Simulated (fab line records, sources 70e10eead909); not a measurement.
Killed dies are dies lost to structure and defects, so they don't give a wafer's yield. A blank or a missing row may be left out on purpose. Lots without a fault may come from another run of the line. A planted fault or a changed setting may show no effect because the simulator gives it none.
Problem report in the 8D (eight disciplines) form, filled by code | flow nand_harc | the parts of the form that need people (team, actions taken, sign-off) are left out

1. THE PROBLEM
killed_dies at NHARC_END_SORT_01 reads a mean of 677 on 6 wafers of 2 lots; wafers without a fault read 32 with a standard deviation of 9. That is +72 standard deviations from the usual mean.
First seen on wafer L127.1, day 23 09:14, on prober-01. The record holds 6 wafers of 2 lots with a number at this step. Rule for "out", or "out of limits": more than 4 standard deviations from the usual mean. The other wafers with a number count as sound.

2. WHAT IT IS AND WHAT IT IS NOT
question                    | is                           | is not
which readings at this step | killed_dies, killed_at_array | killed_at_periphery, killed_open, killed_short
which lots                  | L126, L127                   | -
which wafers of those lots  | all that have a number       | -
read on which gauges        | prober-01, prober-02         | -
when                        | from day 23 09:14            | up to then (0 sound wafers)

3. SUSPECTS, AND WHAT RULES EACH OUT
Counting: a tool at a process step up to the reading stays a suspect if it ran every lot that is out and no sound lot after the first of them.
- the gauge at NHARC_END_SORT_01: ruled out. The wafers that are out were read on 2 gauges (prober-01, prober-02).
- rie_diel-12 at NHARC_A_CONTACT_ETCH_31 (etches the open film in O2/COS, target depth 2000 nm, time 520 s): kept. It ran every lot that is out, first L127 (day 20 15:14), and no sound lot after that. Its own readings are out on those wafers: run_length_s.
- rie_diel-12 at NHARC_A_CONTACT_ETCH_98 (etches the open film in C4F6/O2, target depth 20 nm, time 10 s): kept. It ran every lot that is out, first L127 (day 23 09:14), and no sound lot after that. NHARC_A_CONTACT_ETCH_98 gives no start for some lots, so the hours and the order of its lots are those of NHARC_END_SORT_01.
Left after counting: rie_diel-12 at NHARC_A_CONTACT_ETCH_31, rie_diel-12 at NHARC_A_CONTACT_ETCH_98.

4. THE CAUSE (what the simulator had put in)
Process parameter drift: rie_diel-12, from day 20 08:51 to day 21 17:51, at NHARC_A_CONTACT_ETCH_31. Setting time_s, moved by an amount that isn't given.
Counting left 2 suspects, and this tool is among them.

5. THE CHAIN OF EFFECTS, in route order
Each row: a reading whose mean over the struck wafers that have a number lies more than 3 standard deviations from the usual. Only readings for which the record gives a usual standard deviation are gone through. hours: the time from each lot's start at the first step in this table that gives one to its start at this step, as a median over the lots. sigmas: the change in usual standard deviations.
hours | step                    | reading         | usual   | on struck wafers | change | sigmas
0     | NHARC_A_CONTACT_ETCH_31 | run_length_s    | 541.2 s | 390.7            | -150.5 | -99 or more
65    | NHARC_END_SORT_01       | killed_at_array | 29      | 672              | +643   | +68
65    | NHARC_END_SORT_01       | killed_dies     | 32      | 677              | +645   | +72
The process steps in it:
- NHARC_A_CONTACT_ETCH_31: etches the open film in O2/COS, target depth 2000 nm, time 520 s.

6. WHAT WOULD HAVE CAUGHT IT SOONER
In this record the first reading out of limits at a measuring or inspecting step was taken at day 23 09:14, 72 hours after the fault began at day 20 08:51.
The tool's own readings at NHARC_A_CONTACT_ETCH_31 were out on every struck wafer that the step has a row for (run_length_s): an alarm limit on them would have fired on the first of those.
All the lots that are out (2) had begun NHARC_A_CONTACT_ETCH_31 on rie_diel-12 by day 23 09:14. A hold on the tool at that time would have spared none of them.
